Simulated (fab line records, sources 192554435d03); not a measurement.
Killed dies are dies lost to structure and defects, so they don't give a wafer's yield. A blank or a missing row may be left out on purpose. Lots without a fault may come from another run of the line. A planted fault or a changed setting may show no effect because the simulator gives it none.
fab line records | flow n5_finfet
record lots=5 wafers=15 last_day=18
route steps=1938 shown BEOL_M4@1095 BEOL_M5@1112
lots that met no fault: from a run of the same line without faults
start_h: hours from the record's first day to the start of the lot's first wafer shown | wait_h: hours since the lot's step before | " the same as in the row above | L1.1+2: a row that stands for several wafers | - no value, or no start given | * or withheld: withheld | < > ~ a bound
route shown NAME@n: a module of which the file shows steps, and the number in the route of the first | usual: mean/standard deviation of fault-free wafers | same: alike in all rows | chamber/n: place in a boat | sites: the reading at each site | _std_site: their standard deviation | _edge_site: outer sites' mean less inner sites' | radius_mm: how far each site lies from the wafer's centre | mask NAME#n: copy n | behind: the tool/chamber that last shaped the wafer | hold: why the lot was held/for how many hours/how that ended | device: the transistor (n, p or np) that didn't switch | end of line: the same wafers' tests at the end of the route | a step without rows: its recipe alone | killed: dies lost to structure and defects at the first sort, not the wafer's yield | map: a wafer's dies, x killed, . not, _ none there
set.NAME: the setting as run; set.NAME@STEP: as run at that earlier step | model.NAME: the simulator's own value behind a step, which no gauge read
lots at some steps of the route; a table a step, a row a wafer
services: from which hour (start_h, from the record's first day; less than 0 if before it) a tool's chamber was out of use, for how many hours, and why
## steps
# step N5_BEOL_M4_ANNEAL_91
# recipe temp_c=400 time_s=240 ambient=vacuum
# usual heater_power_w=814/40
# columns lot.wafer tool chamber start_h wait_h heater_power_w
L083.1 pvd_sputter-02 - 254.79 0.0 729
L083.3 " - " " 811
L083.4 " - " " 763
L085.1 pvd_sputter-01 - 268.48 0.0 814
L085.3 " - " " 862
L085.6 " - " " 883
L089.2 pvd_sputter-03 - 300.26 0.0 853
L089.4 " - " " 869
L089.5 " - " " 869
L092.2 pvd_sputter-02 - 306.68 0.0 723
L092.4 " - " " 779
L092.5 " - " " 812
L094.1 pvd_sputter-02 - 325.67 0.0 780
L094.2 " - " " 837
L094.3 " - " " 766
# step N5_BEOL_M4_SPUTTER_92
# recipe material=Cu target_thk_a=45 temp_c=-20 chamber_pressure_pa=0.07 power_w=withheld time_s=8.29
# usual throttle_valve_pct=30.0/0.78
# columns lot.wafer tool chamber start_h wait_h throttle_valve_pct
L083.1 pvd_sputter-02 - 254.93 0.1 29.7
L083.3 " - " " 31.2
L083.4 " - " " 30.2
L085.1 pvd_sputter-01 - 268.64 0.1 30.3
L085.3 " - " " 29.7
L085.6 " - " " 30.5
L089.2 pvd_sputter-03 - 300.40 0.1 29.2
L089.4 " - " " 30.2
L089.5 " - " " 29.8
L092.2 pvd_sputter-02 - 306.82 0.1 29.7
L092.4 " - " " 30.2
L092.5 " - " " 31.1
L094.1 pvd_sputter-02 - 325.81 0.1 30.0
L094.2 " - " " 31.1
L094.3 " - " " 29.4
# step N5_BEOL_M4_ANNEAL_93
# recipe temp_c=400 time_s=240 ambient=vacuum
# usual heater_power_w=812/45
# columns lot.wafer tool chamber start_h wait_h heater_power_w
L083.1 pvd_sputter-02 - 255.01 0.0 721
L083.3 " - " " 791
L083.4 " - " " 758
L085.1 pvd_sputter-01 - 268.73 0.0 813
L085.3 " - " " 841
L085.6 " - " " 883
L089.2 pvd_sputter-03 - 300.48 0.0 846
L089.4 " - " " 853
L089.5 " - " " 859
L092.2 pvd_sputter-02 - 306.90 0.0 703
L092.4 " - " " 764
L092.5 " - " " 800
L094.1 pvd_sputter-02 - 325.89 0.0 783
L094.2 " - " " 823
L094.3 " - " " 769
# step N5_BEOL_M4_SPUTTER_94
# recipe material=Cu target_thk_a=45 temp_c=-20 chamber_pressure_pa=0.07 power_w=withheld time_s=8.29
# usual throttle_valve_pct=30.0/0.79
# columns lot.wafer tool chamber start_h wait_h throttle_valve_pct
L083.1 pvd_sputter-02 - 255.15 0.1 29.6
L083.3 " - " " 31.0
L083.4 " - " " 30.1
L085.1 pvd_sputter-01 - 268.89 0.1 30.4
L085.3 " - " " 30.0
L085.6 " - " " 30.4
L089.2 pvd_sputter-03 - 300.62 0.1 28.9
L089.4 " - " " 29.8
L089.5 " - " " 30.0
L092.2 pvd_sputter-02 - 307.04 0.1 29.6
L092.4 " - " " 30.1
L092.5 " - " " 31.1
L094.1 pvd_sputter-02 - 326.03 0.1 30.1
L094.2 " - " " 30.9
L094.3 " - " " 29.5
# step N5_BEOL_M4_ANNEAL_95
# recipe temp_c=400 time_s=240 ambient=vacuum
# usual heater_power_w=812/42
# columns lot.wafer tool chamber start_h wait_h heater_power_w
L083.1 pvd_sputter-02 - 255.23 0.0 725
L083.3 " - " " 807
L083.4 " - " " 773
L085.1 pvd_sputter-01 - 268.98 0.0 795
L085.3 " - " " 848
L085.6 " - " " 885
L089.2 pvd_sputter-03 - 300.70 0.0 841
L089.4 " - " " 841
L089.5 " - " " 847
L092.2 pvd_sputter-02 - 307.12 0.0 712
L092.4 " - " " 781
L092.5 " - " " 803
L094.1 pvd_sputter-02 - 326.11 0.0 767
L094.2 " - " " 805
L094.3 " - " " 774
# step N5_BEOL_M4_SPUTTER_96
# recipe material=Cu target_thk_a=45 temp_c=-20 chamber_pressure_pa=0.07 power_w=withheld time_s=8.29
# usual throttle_valve_pct=30.0/0.8
# columns lot.wafer tool chamber start_h wait_h throttle_valve_pct
L083.1 pvd_sputter-02 - 255.37 0.1 29.9
L083.3 " - " " 31.1
L083.4 " - " " 30.0
L085.1 pvd_sputter-01 - 269.13 0.1 30.8
L085.3 " - " " 29.7
L085.6 " - " " 30.5
L089.2 pvd_sputter-03 - 300.84 0.1 28.9
L089.4 " - " " 29.9
L089.5 " - " " 30.0
L092.2 pvd_sputter-02 - 307.26 0.1 29.7
L092.4 " - " " 30.0
L092.5 " - " " 30.8
L094.1 pvd_sputter-02 - 326.25 0.1 30.3
L094.2 " - " " 31.3
L094.3 " - " " 29.3
# step N5_BEOL_M4_ECD_50
# recipe material=Cu target_thk_a=3000
# columns lot.wafer tool chamber start_h wait_h
L083.1+3+4 ecd_cu-01 0,0,1 255.48 0.1
L085.1+3+6 ecd_cu-01 1,1,0 269.26 0.1
L089.2+4+5 ecd_cu-02 1,0,1 300.96 0.1
L092.2+4+5 ecd_cu-01 0,0,1 307.38 0.1
L094.1+2+3 ecd_cu-01 1,0,0 326.37 0.1
# step N5_BEOL_M4_ANNEAL_51
# recipe temp_c=225 time_s=90 ambient=N2
# usual wafer_temp_C_max=226.0/0.33
# columns lot.wafer tool chamber start_h wait_h wafer_temp_C_max
L083.1 rtp_anneal-02 0 255.56 0.1 226.1
L083.3 " 0 " " 225.8
L083.4 " 0 " " 226.8
L085.1 rtp_anneal-02 0 269.34 0.1 226.2
L085.3 " 0 " " 226.3
L085.6 " 0 " " 226.1
L089.2 rtp_anneal-02 0 301.08 0.1 226.3
L089.4 " 0 " " 226.3
L089.5 " 0 " " 226.5
L092.2 rtp_anneal-02 0 307.50 0.1 226.2
L092.4 " 0 " " 225.9
L092.5 " 0 " " 226.2
L094.1 rtp_anneal-01 0 326.45 0.1 226.0
L094.2 " 0 " " 225.8
L094.3 " 0 " " 225.4
# step N5_BEOL_M4_CMP_52
# recipe stop_on=SiOC t_overpolish_s=6.8 down_force_psi=1 platen_rpm=50 clearing_platen_down_force_psi=1.5 clearing_platen_rpm=50 post_cmp_clean=cu_alkaline target_thk_nm=40 clearing_platen_pad_velocity_m_s=0.99484 pad_velocity_m_s=0.99484
# usual barrier_field_endpoint_s=24.7/0.68 motor_current_A=6.0/0.64 overpolish_run_s=6.799/0.0093 slurry_flow_ml_min=150.1/0.45 time_to_endpoint_s=63/3.4
# columns lot.wafer tool chamber start_h wait_h barrier_field_endpoint_s motor_current_A overpolish_run_s slurry_flow_ml_min time_to_endpoint_s
L083.3 cmp-01 0 255.87 0.2 24.3 6.4 6.790 150.6 60
L083.1 " 1 " " 23.7 6.2 6.787 150.5 65
L083.4 " 2 " " 24.9 6.7 6.802 150.3 68
L085.3 cmp-03 3 269.64 0.2 23.8 6.0 6.799 149.5 57
L085.1 " 1 " " 24.4 6.5 6.789 149.9 65
L085.6 " 3 " " 24.2 5.7 6.801 149.6 58
L089.2 cmp-03 3 301.37 0.2 24.4 5.6 6.811 149.8 59
L089.4 " 1 " " 25.4 6.7 6.802 150.2 67
L089.5 " 2 " " 24.8 5.8 6.803 150.3 66
L092.4 cmp-03 2 307.77 0.1 26.3 6.0 6.807 150.6 64
L092.2 " 3 " " 24.2 6.0 6.786 149.7 55
L092.5 " 2 " " 25.6 5.7 6.789 149.6 61
L094.2 cmp-03 0 326.75 0.2 25.3 4.7 6.801 149.3 63
L094.1 " 2 " " 25.0 6.0 6.811 150.8 63
L094.3 " 3 " " 23.6 6.2 6.787 149.1 55
# step N5_BEOL_M4_THK_MEAS_53
# recipe thk_meas_gauge=xrf reads=Cu_of_BEOL_M4_ECD_50
# usual M4_THK=39.0/1.7
# columns lot.wafer tool chamber start_h wait_h M4_THK[nm]
L083.1 film_metro-02 - 256.17 - 40.7
L083.3 " - " " 36.1
L083.4 " - " " 40.5
L085.1 film_metro-02 - 269.93 - 39.8
L085.3 " - " " 36.5
L085.6 " - " " 37.9
L089.2 film_metro-01 - 301.63 - 38.6
L089.4 " - " " 38.8
L089.5 " - " " 38.7
L092.2 film_metro-02 - 308.07 - 39.3
L092.4 " - " " 40.5
L092.5 " - " " 39.7
L094.1 film_metro-02 - 327.04 - 38.6
L094.2 " - " " 38.6
L094.3 " - " " 37.9
# step N5_BEOL_M4_PRE_CLEAN_60
# recipe gas=NH3/H2 time_s=15 temp_c=* rf_power_w=300
# usual heater_power_w=82/16
# columns lot.wafer tool chamber start_h wait_h heater_power_w since_wet_clean_h
L083.1 cvd_co-02 0 256.20 0.0 85 1016
L083.3 " 1 " " 70 120
L083.4 " 2 " " 68 -
L085.1 cvd_co-01 1 269.97 0.0 120 1249
L085.3 " 2 " " 83 352
L085.6 " 2 " " 88 -
L089.2 cvd_co-02 0 301.66 0.0 85 1062
L089.4 " 0 " " 84 -
L089.5 " 1 " " 68 -
L092.2 cvd_co-02 0 308.10 0.0 82 1068
L092.4 " 0 " " 83 -
L092.5 " 1 " " 69 -
L094.1 cvd_co-01 2 327.08 0.0 87 409
L094.2 " 0 " " 94 868
L094.3 " 1 " " 119 1306
# step N5_BEOL_M4_CO_CAP_55
# recipe material=Co target_thk_a=20 temp_c=200 precursor=CCTBA/H2 pressure_torr=30 time_s=102.1
# usual heater_power_w=233/20
# columns lot.wafer tool chamber start_h wait_h heater_power_w since_wet_clean_h
L083.1 cvd_co-02 0 256.24 0.0 226 1016
L083.3 " 1 " " 218 120
L083.4 " 2 " " 219 -
L085.1 cvd_co-01 1 270.01 0.0 286 1249
L085.3 " 2 " " 242 352
L085.6 " 2 " " 233 -
L089.2 cvd_co-02 0 301.70 0.0 238 1062
L089.4 " 0 " " 235 -
L089.5 " 1 " " 214 -
L092.2 cvd_co-02 0 308.14 0.0 234 1068
L092.4 " 0 " " 239 -
L092.5 " 1 " " 216 -
L094.1 cvd_co-01 2 327.12 0.0 239 409
L094.2 " 0 " " 253 868
L094.3 " 1 " " 284 1306
# step N5_BEOL_M4_PRE_CLEAN_56
# recipe gas=NH3 time_s=15 temp_c=withheld rf_power_w=300
# columns lot.wafer tool chamber start_h wait_h since_wet_clean_h
L083.1 pecvd-03 1 256.33 0.1 1504
L083.3 " 2 " " 25
L083.4 " 1 " " -
L085.1 pecvd-03 2 270.10 0.1 39
L085.3 " 1 " " 1518
L085.6 " 2 " " -
L089.2 pecvd-02 0 301.80 0.1 1187
L089.4 " 1 " " -
L089.5 " 0 " " -
L092.2 pecvd-03 1 308.23 0.1 1556
L092.4 " 1 " " -
L092.5 " 0 " " -
L094.1 pecvd-02 2 327.21 0.1 458
L094.2 " 0 " " 1212
L094.3 " 1 " " 1937
# step N5_BEOL_M4_DEP_57
# recipe material=SiCN target_thk_a=80 temp_c=withheld precursor=3MS/NH3 pressure_torr=3 rf_w=202 time_s=14
# usual showerhead_plenum_p_Torr=3.657/0.012 throttle_valve_pct=9.1/0.46
# columns lot.wafer tool chamber start_h wait_h showerhead_plenum_p_Torr since_wet_clean_h throttle_valve_pct
L083.1 pecvd-03 1 256.36 0.0 3.646 1504 9.5
L083.3 " 2 " " 3.667 25 8.7
L083.4 " 1 " " 3.655 - 9.6
L085.1 pecvd-03 2 270.13 0.0 3.679 39 8.2
L085.3 " 1 " " 3.646 1518 9.6
L085.6 " 2 " " 3.666 - 8.4
L089.2 pecvd-02 0 301.82 0.0 3.642 1187 8.8
L089.4 " 1 " " 3.667 - 8.8
L089.5 " 0 " " 3.646 - 9.0
L092.2 pecvd-03 1 308.26 0.0 3.647 1556 9.7
L092.4 " 1 " " 3.645 - 9.6
L092.5 " 0 " " 3.658 - 9.9
L094.1 pecvd-02 2 327.24 0.0 3.653 458 9.0
L094.2 " 0 " " 3.641 1212 9.0
L094.3 " 1 " " 3.667 1937 8.9
# step N5_BEOL_M4_RS_MEAS_58
# recipe thk_meas_gauge=four-point-probe reads=Co_of_BEOL_M4_CO_CAP_55+Cu_of_BEOL_M4_ECD_50+Co_of_BEOL_M4_CVD_47+TaN_of_BEOL_M4_ALD_84
# usual M4_RS=0.67/0.038
# columns lot.wafer tool chamber start_h wait_h M4_RS[ohm/sq]
L083.1 film_metro-01 - 256.43 0.0 0.62
L083.3 " - " " 0.73
L083.4 " - " " 0.64
L085.1 film_metro-02 - 270.19 0.0 0.65
L085.3 " - " " 0.73
L085.6 " - " " 0.69
L089.2 film_metro-02 - 301.89 0.1 0.67
L089.4 " - " " 0.67
L089.5 " - " " 0.68
L092.2 film_metro-02 - 308.33 0.1 0.66
L092.4 " - " " 0.63
L092.5 " - " " 0.65
L094.1 film_metro-02 - 327.30 0.0 0.68
L094.2 " - " " 0.68
L094.3 " - " " 0.70
# step N5_BEOL_M4_INSPECT_59
# recipe inspect_instrument=darkfield mode=post_dep
# usual raw_defect_count=72/24
# columns lot.wafer tool chamber start_h wait_h raw_defect_count
L083.1 defect_inspect-02 - 256.45 0.0 73
L083.3 " - " " 105
L083.4 " - " " 103
L085.1 defect_inspect-02 - 270.22 0.0 57
L085.3 " - " " 72
L085.6 " - " " 39
L089.2 defect_inspect-02 - 301.91 0.0 80
L089.4 " - " " 74
L089.5 " - " " 93
L092.2 defect_inspect-02 - 308.60 0.3 63
L092.4 " - " " 55
L092.5 " - " " 78
L094.1 defect_inspect-02 - 327.33 0.0 56
L094.2 " - " " 72
L094.3 " - " " 86
# step N5_BEOL_M4_RC_MEAS_101
# usual DIBL_N=36.1/2.5 DIBL_P=36/3.3 IOFF_N=0.16/0.046 IOFF_P=0.20/0.051 ION_N=676/16 ION_P=462/11 SS_N=71.6/0.87 SS_P=73.2/0.86 VT_N=251/4.4 VT_P=-252/4.6
# columns lot.wafer tool chamber start_h wait_h DIBL_N[mV/V] DIBL_P[mV/V] IOFF_N[nA/um] IOFF_P[nA/um] ION_N[uA/um] ION_P[uA/um] SS_N[mV/dec] SS_P[mV/dec] VT_N[mV] VT_P[mV]
L083.1 prober-01 0 256.48 0.0 37.5 35 0.17 0.17 654 444 72.3 73.3 250 -254
L083.3 " 0 " " 37.9 37 0.17 0.18 683 460 71.8 73.4 250 -254
L083.4 " 0 " " 38.3 38 0.18 0.21 692 468 72.4 74.3 249 -252
L085.1 prober-02 0 270.24 0.0 32.0 28 0.08 0.10 654 447 70.5 72.2 262 -262
L085.3 " 0 " " 35.1 33 0.12 0.15 668 458 71.0 73.3 256 -255
L085.6 " 0 " " 37.6 35 0.16 0.18 679 464 72.1 73.2 250 -254
L089.2 prober-01 0 302.09 0.2 34.2 33 0.09 0.13 632 433 71.9 73.7 258 -264
L089.4 " 0 " " 39.8 40 0.18 0.19 674 457 73.1 74.3 249 -255
L089.5 " 0 " " 36.9 38 0.15 0.18 687 456 72.1 73.6 250 -258
L092.2 prober-02 0 308.78 0.2 40.9 40 0.25 0.31 673 462 73.3 75.9 245 -248
L092.4 " 0 " " 37.2 34 0.16 0.18 656 447 72.3 73.3 250 -253
L092.5 " 0 " " 37.6 37 0.19 0.23 701 474 72.1 74.2 245 -249
L094.1 prober-02 0 327.35 0.0 35.7 32 0.16 0.18 658 453 72.9 71.8 251 -250
L094.2 " 0 " " 33.7 33 0.12 0.18 676 468 70.4 71.8 253 -250
L094.3 " 0 " " 37.2 38 0.20 0.27 698 480 71.8 74.4 245 -244
# step N5_BEOL_M5_ILD_DEP_00
# recipe material=SiCOH_lowk target_thk_a=1406.4 temp_c=300 precursor=DEMS/porogen pressure_torr=5 rf_w=500 time_s=25.9
# usual heater_power_w=322/54 showerhead_plenum_p_Torr=5.731/0.013 throttle_valve_pct=13.9/0.66
# columns lot.wafer tool chamber start_h wait_h heater_power_w showerhead_plenum_p_Torr since_wet_clean_h throttle_valve_pct
L083.1 pecvd-03 2 257.44 0.8 336 5.723 26 12.6
L083.3 " 0 " " 360 5.731 780 14.6
L083.4 " 2 " " 345 5.735 - 12.9
L085.1 pecvd-01 0 271.21 0.8 370 5.732 975 14.1
L085.3 " 2 " " 236 5.734 221 14.2
L085.6 " 2 " " 241 5.743 - 14.0
L089.2 pecvd-02 1 302.90 0.7 370 5.741 1913 13.4
L089.4 " 2 " " 310 5.736 - 13.3
L089.5 " 0 " " 226 5.709 - 13.4
L092.2 pecvd-03 1 309.59 0.7 381 5.714 1557 14.7
L092.4 " 2 " " 336 5.742 - 13.1
L092.5 " 1 " " 382 5.724 - 14.7
L094.1 pecvd-01 2 328.32 0.8 283 5.726 278 14.0
L094.2 " 0 " " 345 5.727 1032 14.2
L094.3 " 1 " " 275 5.755 1757 13.3
# step N5_BEOL_M5_CURE_79
# recipe temp_c=385 time_s=240 ambient=He/Ar material=SiCOH_lowk
# usual lamp_power_pct=52.32/0.054 wafer_temp_C_max=386.6/0.38
# columns lot.wafer tool chamber start_h wait_h lamp_power_pct wafer_temp_C_max
L083.1 uv_cure-01 1 257.50 0.0 52.43 387.1
L083.3 " 1 " " 52.39 385.9
L083.4 " 1 " " 52.39 386.6
L085.1 uv_cure-03 2 271.27 0.0 52.32 386.3
L085.3 " 2 " " 52.31 386.5
L085.6 " 2 " " 52.31 387.0
L089.2 uv_cure-01 0 303.04 0.1 52.28 386.8
L089.4 " 0 " " 52.31 386.9
L089.5 " 0 " " 52.25 386.7
L092.2 uv_cure-01 1 309.73 0.1 52.35 387.0
L092.4 " 1 " " 52.22 386.8
L092.5 " 1 " " 52.27 386.4
L094.1 uv_cure-03 1 328.38 0.0 52.29 386.3
L094.2 " 1 " " 52.29 386.4
L094.3 " 1 " " 52.27 386.0
# step N5_BEOL_M5_THK_MEAS_01
# recipe reads=SiCOH_lowk_of_BEOL_M5_ILD_DEP_00
# usual M5_ILD_THK=121.1/1.7
# columns lot.wafer tool chamber start_h wait_h M5_ILD_THK[nm]
L083.1 film_metro-02 - 258.01 0.4 122.7
L083.3 " - " " 122.2
L083.4 " - " " 124.9
L085.1 film_metro-02 - 272.26 0.8 118.1
L085.3 " - " " 119.8
L085.6 " - " " 119.0
L089.2 film_metro-01 - 303.47 0.4 120.8
L089.4 " - " " 124.3
L089.5 " - " " 123.4
L092.2 film_metro-01 - 310.16 0.4 119.6
L092.4 " - " " 123.0
L092.5 " - " " 119.9
L094.1 film_metro-01 - 329.37 0.8 117.6
L094.2 " - " " 119.5
L094.3 " - " " 117.8
# step N5_BEOL_M5_PECVD_70
# recipe material=SiO2 target_thk_a=160 temp_c=400 precursor=TEOS/O2 pressure_torr=5.5 rf_w=450 teos_flow_sccm=53.8 gas=O2 flow_sccm=3000 time_s=18
# usual heater_power_w=749/95 showerhead_plenum_p_Torr=8.75/0.048 throttle_valve_pct=22.6/1.1
# columns lot.wafer tool chamber start_h wait_h heater_power_w showerhead_plenum_p_Torr since_wet_clean_h throttle_valve_pct
L083.1 pecvd-02 0 258.05 0.0 510 8.70 1143 21.9
L083.3 " 1 " " 835 8.78 1868 21.7
L083.4 " 2 " " 644 8.78 - 21.8
L085.1 pecvd-03 0 272.30 0.0 843 8.75 795 23.8
L085.3 " 2 " " 783 8.80 41 20.8
L085.6 " 0 " " 843 8.73 - 23.9
L089.2 pecvd-03 1 303.51 0.0 881 8.72 1551 23.8
L089.4 " 2 " " 827 8.79 - 20.8
L089.5 " 1 " " 854 8.69 - 23.9
L092.2 pecvd-03 0 310.20 0.0 802 8.72 833 24.2
L092.4 " 1 " " 787 8.69 - 23.5
L092.5 " 0 " " 839 8.75 - 24.3
L094.1 pecvd-01 1 329.41 0.0 636 8.84 1758 21.6
L094.2 " 0 " " 733 8.75 1033 22.6
L094.3 " 2 " " 589 8.75 279 23.1
# step N5_BEOL_M5_HM_DEP_02
# recipe material=TiN target_thk_a=200 temp_c=25 chamber_pressure_pa=0.49996
# usual throttle_valve_pct=30.0/0.74
# columns lot.wafer tool chamber start_h wait_h throttle_valve_pct
L083.1 pvd_sputter-02 - 258.64 0.6 31.0
L083.3 " - " " 29.0
L083.4 " - " " 30.0
L085.1 pvd_sputter-03 - 274.45 2.1 28.9
L085.3 " - " " 28.9
L085.6 " - " " 28.8
L089.2 pvd_sputter-01 - 303.58 0.1 30.3
L089.4 " - " " 30.3
L089.5 " - " " 30.0
L092.2 pvd_sputter-01 - 312.99 2.8 30.4
L092.4 " - " " 30.7
L092.5 " - " " 30.0
L094.1 pvd_sputter-02 - 330.13 0.7 30.1
L094.2 " - " " 29.6
L094.3 " - " " 30.8
# step N5_BEOL_M5_COAT_59
# recipe resist=SOC temp_c=250 time_s=60 spin_rpm=1500 resist_thk_nm=60
# usual chill_plate_temp_C=23.03/0.1 resist_line_temp_C=23.02/0.11
# columns lot.wafer tool chamber start_h wait_h chill_plate_temp_C resist_line_temp_C
L083.1 litho_track-03 0 258.77 0.1 23.08 22.92
L083.3 " 0 " " 23.10 22.85
L083.4 " 0 " " 23.00 23.11
L085.1 litho_track-04 0 274.57 0.1 23.14 23.11
L085.3 " 0 " " 23.00 23.05
L085.6 " 0 " " 23.10 23.05
L089.2 litho_track-04 0 303.71 0.1 23.09 23.05
L089.4 " 0 " " 23.09 22.99
L089.5 " 0 " " 22.87 23.02
L092.2 litho_track-03 0 313.12 0.1 23.04 22.97
L092.4 " 0 " " 23.19 22.84
L092.5 " 0 " " 23.19 22.96
L094.1 litho_track-03 0 330.26 0.1 22.88 23.08
L094.2 " 0 " " 22.95 23.13
L094.3 " 0 " " 22.99 23.06
# step N5_BEOL_M5_COAT_60
# recipe resist=SiARC temp_c=220 time_s=60 spin_rpm=1500 resist_thk_nm=12
# usual chill_plate_temp_C=22.98/0.11 resist_line_temp_C=23.00/0.1
# columns lot.wafer tool chamber start_h wait_h chill_plate_temp_C resist_line_temp_C
L083.1 litho_track-03 0 - - 22.86 23.08
L083.3 " 0 " " 22.69 23.04
L083.4 " 0 " " 22.79 23.01
L085.1 litho_track-04 0 - - 22.98 22.90
L085.3 " 0 " " 23.02 22.94
L085.6 " 0 " " 23.10 22.97
L089.2 litho_track-04 0 - - 23.02 23.03
L089.4 " 0 " " 22.95 23.00
L089.5 " 0 " " 23.12 22.85
L092.2 litho_track-03 0 - - 22.88 22.90
L092.4 " 0 " " 22.89 22.86
L092.5 " 0 " " 22.99 22.91
L094.1 litho_track-03 0 - - 22.88 22.91
L094.2 " 0 " " 22.96 23.00
L094.3 " 0 " " 23.01 22.99
## services
# columns tool chamber start_h hours kind
ecd_cu-01 - 251.89 0.7 repair
pecvd-01 1 258.34 2.1 scheduled_down
ecd_cu-01 - 263.65 0.9 repair
uv_cure-03 - 266.87 3.1 repair
cmp-01 - 283.05 0.8 repair
litho_track-03 - 284.29 - consumable_replace:filter
cmp-01 - 289.12 6.4 repair
cmp-03 - 291.19 4.6 pm
uv_cure-01 - 293.28 6.0 pm
cvd_co-01 1 295.93 16.3 repair
pecvd-01 1 296.34 4.4 repair
cmp-01 - 303.17 1.2 repair
uv_cure-03 - 304.21 7.5 pm
cvd_co-01 2 307.11 15.0 repair
ecd_cu-01 - 307.60 1.6 repair
pecvd-02 0 314.55 5.5 scheduled_down
ecd_cu-01 - 315.01 0.7 repair
pecvd-01 - 326.67 1.6 repair
ecd_cu-02 - 329.12 2.3 repair
## key
fault none
